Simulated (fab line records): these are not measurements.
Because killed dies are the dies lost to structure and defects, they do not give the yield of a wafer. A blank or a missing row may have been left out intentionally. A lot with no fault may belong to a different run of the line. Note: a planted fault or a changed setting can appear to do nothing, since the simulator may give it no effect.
Split-lot experiment | flow n5Finfet | on a route of 1938 steps: 7 lots, 21 wafers read

== ON THE SPLIT ==
At N5_BEOL_M10_VIA_ETCH_34 (etches SiCOH lowk in C4F6/O2, target depth 184.5 nm, time 69.2 s), the setting timeS was moved away from the recipe's 69.2 s on 7 of the 21 wafers read, by -19.2% to +7.0%. This setting was run at the recipe's value on the other wafers.

The split's own step is where the reading is taken.

== THE READING ==
SOC_of_BEOL_M10_COAT_63.thkNm (the simulator's own value, which no gauge read), in nm, at N5_BEOL_M10_VIA_ETCH_34 (etches SiCOH lowk in C4F6/O2, target depth 184.5 nm, time 69.2 s). The file gives no usual value for it. Across the 14 wafers here that went through the recipe, the average is 91.9 nm and the standard deviation 0.31 nm.

wafer  | tool, chamber at the split | timeS as run, s | against the recipe | SOC_of_BEOL_M10_COAT_63.thkNm, nm | against lot-mates on the recipe
L081.1 | rieDiel-05, 0              | 55.9            | -19.2%             | 93.8                              | +1.9
L081.2 | rieDiel-05, 1              | 69.2            | recipe             | 92                                | -
L081.3 | rieDiel-05, 3              | 69.2            | recipe             | 91.8                              | -
L082.2 | rieDiel-01, 3              | 69.2            | recipe             | 91.8                              | -
L082.4 | rieDiel-01, 1              | 69.2            | recipe             | 92.2                              | -
L082.6 | rieDiel-01, 0              | 69.2            | recipe             | 92                                | -
L083.3 | rieDiel-05, 0              | 69.2            | recipe             | 91.2                              | -
L083.4 | rieDiel-05, 3              | 74.02           | +7.0%              | 90.4                              | -0.8
L083.6 | rieDiel-05, 2              | 74.02           | +7.0%              | 90.6                              | -0.6
L087.1 | rieDiel-03, 1              | 69.2            | recipe             | 91.4                              | -
L087.2 | rieDiel-03, 2              | 69.2            | recipe             | 91.6                              | -
L087.3 | rieDiel-03, 3              | 69.2            | recipe             | 91.8                              | -
L088.1 | rieDiel-01, 0              | 69.2            | recipe             | 92.2                              | -
L088.4 | rieDiel-01, 3              | 69.2            | recipe             | 92.2                              | -
L088.6 | rieDiel-01, 0              | 69.2            | recipe             | 92.2                              | -
L086.1 | rieDiel-05, 1              | 64.83           | -6.3%              | 92.2                              | +0.6
L086.2 | rieDiel-05, 2              | 64.83           | -6.3%              | 92.2                              | +0.6
L086.3 | rieDiel-05, 3              | 69.2            | recipe             | 91.6                              | -
L090.2 | rieDiel-03, 2              | 59.04           | -14.7%             | 93.4                              | +1.4
L090.4 | rieDiel-03, 3              | 59.04           | -14.7%             | 93.2                              | +1.2
L090.6 | rieDiel-03, 0              | 69.2            | recipe             | 92                                | -

FIT RESULTS
A straight line over all 21 wafers: SOC_of_BEOL_M10_COAT_63.thkNm changes by -0.111 nm for each +1% of timeS; r = -0.91; the points scatter about the line by 0.33 nm.
The same after taking each lot's own level away (the mean of its wafers on the recipe; 21 wafers): -0.0945 nm for each +1%; r = -0.98; scatter 0.11 nm.
The reading moves by 1.8 nm for the largest change in timeS, on that fit.
From 91.20 to 92.20 nm: that is the span of the lots' own levels, equal to 3.3 times the standard deviation above.
So the lot-to-lot level changes the slope: the two fits differ.
Check: with one of the wafers moved furthest among these (-19.2%) left out of the fit, the line predicts +1.75 nm for it against its lot-mates. Against them it came out at +1.9 nm.

== FURTHER SPLITS ON THESE WAFERS ==
Note: prior to the reading, these wafers also went through further splits. Each is held against what the fit with the lots' levels taken away leaves over:
other split on the same wafers | wafers away from the commonest value | r with SOC_of_BEOL_M10_COAT_63.thkNm (lot level and that fit taken away)
N5_BEOL_M8_CURE_75 timeS       | 10                                   | -0.14
N5_BEOL_M9_CMP_52 downForcePsi | 7                                    | +0.15

== THE WHOLE CHAIN: every reading that the file lists as answering this split, in the file's order ==
step                    | what it does                                                     | reading                                                                        | change (the file's fit)                | r (the file's)
N5_BEOL_M10_VIA_ETCH_34 | etches SiCOH lowk in C4F6/O2, target depth 184.5 nm, time 69.2 s | etch.depthNm (the simulator's own value, which no gauge read)                  | +2.03 nm for each +1% of the setting   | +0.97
N5_BEOL_M10_VIA_ETCH_34 | etches SiCOH lowk in C4F6/O2, target depth 184.5 nm, time 69.2 s | SOC_of_BEOL_M10_COAT_63.thkNm (the simulator's own value, which no gauge read) | -0.0954 nm for each +1% of the setting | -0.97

== THE FILE'S OWN FIT ==
SOC_of_BEOL_M10_COAT_63.thkNm changes by -0.0954 nm for each +1% of timeS, r = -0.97.
